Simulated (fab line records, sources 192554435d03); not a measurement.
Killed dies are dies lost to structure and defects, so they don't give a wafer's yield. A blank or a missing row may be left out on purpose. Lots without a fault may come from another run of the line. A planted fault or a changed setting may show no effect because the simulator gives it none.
A struck lot beside a sound one | flow n5_finfet | 16 steps out of a route of 1938
Sound: wafers L576.2, L576.4, L576.5. Struck: wafers L593.1, L593.5, L593.6. The cause comes at the end.
At each step with rows: each side's tool, then ch and its chambers, then its first start. Under that, the readings that differ: sound wafers | struck wafers | difference of the means | sigmas: that difference in standard deviations of wafers without a fault.
alike: readings whose means differ by less than 2 such deviations, and words and numbers that are the same on both sides. not compared: withheld readings, readings that some wafer has no value for, bounds like >300 that may hide the same value, and numbers for which the record gives no deviation and whose values overlap.
The two part at a step that has a row with sigmas, a row that says differs or no value, or rows on one side only. Numbers that don't overlap but have no deviation are shown without sigmas and don't part them. A reading that every wafer of one side lacks parts them only if that side has two wafers or more.

N5_BEOL_M2_INSPECT_30: inspects for defects (brightfield).
  sound on defect_inspect-01, day 7 07:44; struck on defect_inspect-02, day 12 01:32
  alike: raw_defect_count
N5_BEOL_M2_DESCUM_33: chemistry O2, time 7 s.
  sound on rie_diel-03 ch 0,1,2, day 7 07:47; struck on rie_diel-03 ch 2,3, day 12 01:40
  alike: drypump_motor_current_A, oes_product_au, rf_vpp_V, showerhead_plenum_p_Torr, throttle_valve_pct
  not compared: rf_hours_counter_h
N5_BEOL_M2_ETCH_77: etches underlayer in N2/H2, target depth 6.5 nm, time 5.2 s.
  sound on rie_diel-03 ch 0,1,2, day 7 07:49; struck on rie_diel-03 ch 2,3, day 12 01:42
  alike: bias_w, drypump_motor_current_A, etch_rf_on_time_s, h2_flow_sccm, oes_product_au, rf_vpp_V, showerhead_plenum_p_Torr, throttle_valve_pct
  not compared: rf_hours_counter_h
N5_BEOL_M2_ETCH_69: etches SiARC in CF4, target depth 15.6 nm, time 26 s.
  sound on rie_diel-03 ch 0,1,2, day 7 07:50; struck on rie_diel-03 ch 2,3, day 12 01:43
  alike: bias_w, drypump_motor_current_A, etch_rf_on_time_s, oes_product_au, rf_vpp_V, showerhead_plenum_p_Torr, throttle_valve_pct
  not compared: rf_hours_counter_h
then, 2 steps without rows for these wafers: N5_BEOL_M2_ALD_98 (deposits SiO2, target thk 2.5 nm, pulse time 1 s, co reactant pulse time 1 s); N5_BEOL_M2_ETCHBACK_99 (etches SiO2 in CHF3, target depth 5 nm, time 10.4 s).
N5_BEOL_M2_ETCH_70: etches SOC in N2/H2, target depth 80 nm, overetch 24 nm, time 130 s.
  sound on rie_diel-03 ch 0,1,2, day 7 10:56; struck on rie_diel-01 ch 1,2, day 12 05:10
  alike: bias_w, drypump_motor_current_A, h2_flow_sccm, oes_product_au, rf_vpp_V, showerhead_plenum_p_Torr, throttle_valve_pct
  not compared: rf_hours_counter_h
then, 2 steps without rows for these wafers: N5_BEOL_M2_STRIP_71 (strips in N2/H2); N5_BEOL_M2_STRIP_78 (strips in N2/H2).
N5_BEOL_M2_VIA_ETCH_34: etches the open film in C4F6/O2, target depth 69.4 nm, time 65.9 s.
  sound on rie_diel-03 ch 0,1,2, day 7 11:02; struck on rie_diel-01 ch 1,2, day 12 05:17
  alike: bias_w, drypump_motor_current_A, oes_product_au, rf_vpp_V, showerhead_plenum_p_Torr, throttle_valve_pct
  not compared: rf_hours_counter_h
then, 2 steps without rows for these wafers: N5_BEOL_M2_STRIP_83 (strips in C4F6/O2); N5_BEOL_M2_STRIP_36 (strips in N2/H2).
N5_BEOL_M2_TRENCH_ETCH_37: etches SiOC in C4F6/O2, target depth 55.555 nm, time 29.2 s.
  sound on rie_diel-03 ch 0,1,2, day 7 11:08; struck on rie_diel-01 ch 1,2, day 12 05:23
  reading      | sound             | struck            | difference | sigmas
  bias_w (W)   | 184.5 185.1 183.5 | 193.2 194.4 194.1 | +9.5       | +16
  rf_vpp_V (V) | 662 668 676       | 695 699 694       | +27        | +5
  alike: drypump_motor_current_A, oes_product_au, showerhead_plenum_p_Torr, throttle_valve_pct
  not compared: rf_hours_counter_h
then, 1 step without rows for these wafers: N5_BEOL_M2_ETCH_41 (etches SiCN in CH3F/O2, target depth 29.9 nm, time 52.5 s).
N5_BEOL_M4_RC_MEAS_101:
  sound on prober-02 ch 0, day 8 14:58; struck on prober-02 ch 0, day 13 18:10
  reading        | sound          | struck         | difference | sigmas
  IOFF_P (nA/um) | 0.22 0.26 0.24 | 0.14 0.17 0.14 | -0.09      | -3
  ION_P (uA/um)  | 469 478 470    | 454 448 453    | -21        | -3
  VT_P (mV)      | -248 -245 -248 | -259 -255 -257 | -10        | -3
  alike: DIBL_N, DIBL_P, IOFF_N, ION_N, SS_N, SS_P, VT_N
-- the record jumps here: 4 days lie between the struck wafers' starts before and after (it left off in module BEOL_M4 and takes up again in module PASSIVATION, whose first step shown is number 1936 of the route) --
N5_PASSIVATION_PROBE_49:
  sound on prober-01, day 12 23:55; struck on prober-01, day 17 20:46
  reading            | sound    | struck | difference | sigmas
  killed_at_contacts | 29 24 22 | 12 6 5 | -17        | -3
  alike: defect_limited_yield, killed_at_M0_to_M3, killed_at_M4_up, killed_at_front_end, killed_at_other, killed_dies, killed_open, killed_short, sort_bin_5_function, sort_bin_6_memory, sort_n_pass, sort_yield_pct

WHERE THEY PART
First at N5_BEOL_M2_TRENCH_ETCH_37; last, within this record, at N5_PASSIVATION_PROBE_49.

WHY: what the simulator had put in
Process parameter drift: rie_diel-01, from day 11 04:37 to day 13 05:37, at N5_BEOL_M2_TRENCH_ETCH_37. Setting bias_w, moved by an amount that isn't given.
